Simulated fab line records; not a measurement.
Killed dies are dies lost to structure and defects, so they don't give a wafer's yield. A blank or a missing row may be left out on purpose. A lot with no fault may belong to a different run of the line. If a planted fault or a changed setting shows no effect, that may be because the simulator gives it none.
A lot that was struck, set against a sound lot ; flow nandHarc ; 40 out of 1159 route steps
Sound: these wafers, L279.1, L279.2, L279.4. Struck: wafer L292.6 (L292.2, L292.4, from the same lot, were not struck and are left out); the cause is given at the end.
Order at every step that has rows: each side's tool, ch and its chambers, its first start. Under that, the readings that differ: sound wafers ; struck wafers ; difference of the means ; sigmas: that difference in standard deviations of wafers without a fault.
alike: readings with means less than 2 such deviations apart, plus words and numbers identical on both sides. not compared: withheld readings, readings lacking a value on some wafer, bounds such as >300 that could conceal the same value, and numbers that have no deviation in the record and whose values overlap.
A row with sigmas, a row that says differs or no value, or rows on one side alone: a step with any of these is where the two part. Numbers that have no deviation but don't overlap get no sigmas and don't part them. Lack of a reading on every wafer of one side parts them only where that side has two or more wafers.

first, 1 step without rows for these wafers: NHARC_A_BONDPAD_HARDBAKE_10 (time 65 s).
NHARC_A_BONDPAD_DESCUM_11: chemistry O2, time 3 s.
  sound on rieDiel-07 ch 0,1,3, day 19 00:17; struck on rieDiel-11 ch 3, day 22 00:32
  alike: drypumpMotorCurrentA, oesProductAu, rfVppV, showerheadPlenumPTorr, throttleValvePct
  not compared: rfHoursCounterH
NHARC_A_BONDPAD_ETCH_34: etches the open film in N2/H2, target depth 60 nm, overetch 18 nm, time 65.91 s.
  sound on rieDiel-07 ch 1,2,3, day 19 00:22; struck on rieDiel-11 ch 3, day 22 00:39
  alike: drypumpMotorCurrentA, oesProductAu, rfVppV, showerheadPlenumPTorr, throttleValvePct
  not compared: rfHoursCounterH
then, 1 step without rows for these wafers: NHARC_A_BONDPAD_ETCH_12 (etches the open film in CHF3/O2, target depth 220 nm, time 110 s).
NHARC_A_BONDPAD_CD_MEAS_13:
  struck on cdSem-03, day 22 00:54; sound on cdSem-03, day 19 00:37
  alike: cdNm
then, 1 step without rows for these wafers: NHARC_A_BONDPAD_STRIP_15 (strips in O2).
NHARC_A_BONDPAD_ETCH_24: etches the open film in CF4/N2, target depth 30 nm, time 72.99 s.
  sound on rieDiel-07 ch 1,2,3; struck on rieDiel-11 ch 2, day 22 01:13
reading;sound;struck;difference;sigmas
rfVppV (V);316.0 315.6 318.5;310.9;-5.8;-3
showerheadPlenumPTorr (Torr);2.67 2.67 2.81;2.47;-0.25;-2
  alike: drypumpMotorCurrentA, oesProductAu, throttleValvePct
  not compared: rfHoursCounterH
then, 3 steps without rows for these wafers: NHARC_A_BONDPAD_STRIP_16 (strips in post etch residue remover, time 600 s); NHARC_A_BONDPAD_DEGAS_25 (time 60 s); NHARC_A_BONDPAD_PRE_CLEAN_26 (time 30 s).
NHARC_A_BONDPAD_PVD_17: deposits TaN, target thk 5 nm, time 8.06 s.
  sound on pvdSputter-02; struck on pvdSputter-03
  alike: throttleValvePct
then, 1 step without rows for these wafers: NHARC_A_BONDPAD_PVD_27 (deposits Cu, target thk 30 nm, time 20.49 s).
NHARC_A_BONDPAD_ECD_18: material Cu, target thk 400 nm.
  sound on ecdCu-02 ch 0,1, day 19 01:36; struck on ecdCu-02 ch 0,1, day 22 02:17
then, 3 steps without rows for these wafers: NHARC_A_BONDPAD_ANNEAL_28 (time 90 s); NHARC_A_BONDPAD_CMP_19 (polishes, t overpolish 30 s, cu recess touch 16 s, target thk 169.8 nm); NHARC_A_BONDPAD_SRD_21 (time 30 s, dry time 20 s).
NHARC_A_BONDPAD_INSPECT_23:
  struck on defectInspect-01, day 22 03:34; sound on defectInspect-02, day 19 02:53
  alike: rawDefectCount
then, 5 steps without rows for these wafers: NHARC_HYBRID_BOND_ACTIVATE_00 (chemistry N2, time 60 s); NHARC_HYBRID_BOND_PRECLEAN_01 (cleans in DIW, time 300 s); NHARC_HYBRID_BOND_SRD_02 (time 30 s, dry time 20 s); NHARC_HYBRID_BOND_BOND_03; NHARC_HYBRID_BOND_ANNEAL_04 (time 7200 s).
NHARC_HYBRID_BOND_OVL_MEAS_05:
  the record holds rows for the sound wafers here (overlay-01, day 19 09:36) but none for the struck ones
NHARC_HYBRID_BOND_INSPECT_06: inspects for defects (ir void).
  the record holds rows for the sound wafers here (defectInspect-01, day 19 09:39) but none for the struck ones
NHARC_THIN_TSV_GRIND_00:
  the record has rows for the sound wafers here (grinder-01 ch 0, day 19 11:00) and none for the struck ones
then, 1 step without rows for these wafers: NHARC_THIN_TSV_CMP_01 (polishes).
NHARC_THIN_TSV_THK_MEAS_02: measures by ir.
  the record holds rows for the sound wafers here (filmMetro-02, day 19 12:30) but none for the struck ones
then, 12 steps without rows for these wafers: NHARC_THIN_TSV_SRD_03; NHARC_THIN_TSV_PRECLEAN_41 (cleans in SC1); NHARC_THIN_TSV_SRD_42; NHARC_THIN_TSV_DEP_43 (deposits SiO2, target thk 1328.5 nm); NHARC_THIN_TSV_DEHYDRATE_04 (time 120 s); NHARC_THIN_TSV_HMDS_05 (time 30 s); NHARC_THIN_TSV_COAT_06; NHARC_THIN_TSV_SOFTBAKE_07 (time 95 s); NHARC_THIN_TSV_EBR_08; NHARC_THIN_TSV_EXPOSE_09 (exposes mask TSV); NHARC_THIN_TSV_PEB_10 (peb time 85 s); NHARC_THIN_TSV_DEVELOP_11 (time 70 s).
NHARC_END_SORT_01:
  here the record holds rows for the struck wafers (prober-02 ch 0, day 23 14:23) but none for the sound ones

## WHERE THEY PART
Last at NHARC_END_SORT_01 as far as this record goes, first at NHARC_A_BONDPAD_ETCH_24.

WHY: what the simulator had put in
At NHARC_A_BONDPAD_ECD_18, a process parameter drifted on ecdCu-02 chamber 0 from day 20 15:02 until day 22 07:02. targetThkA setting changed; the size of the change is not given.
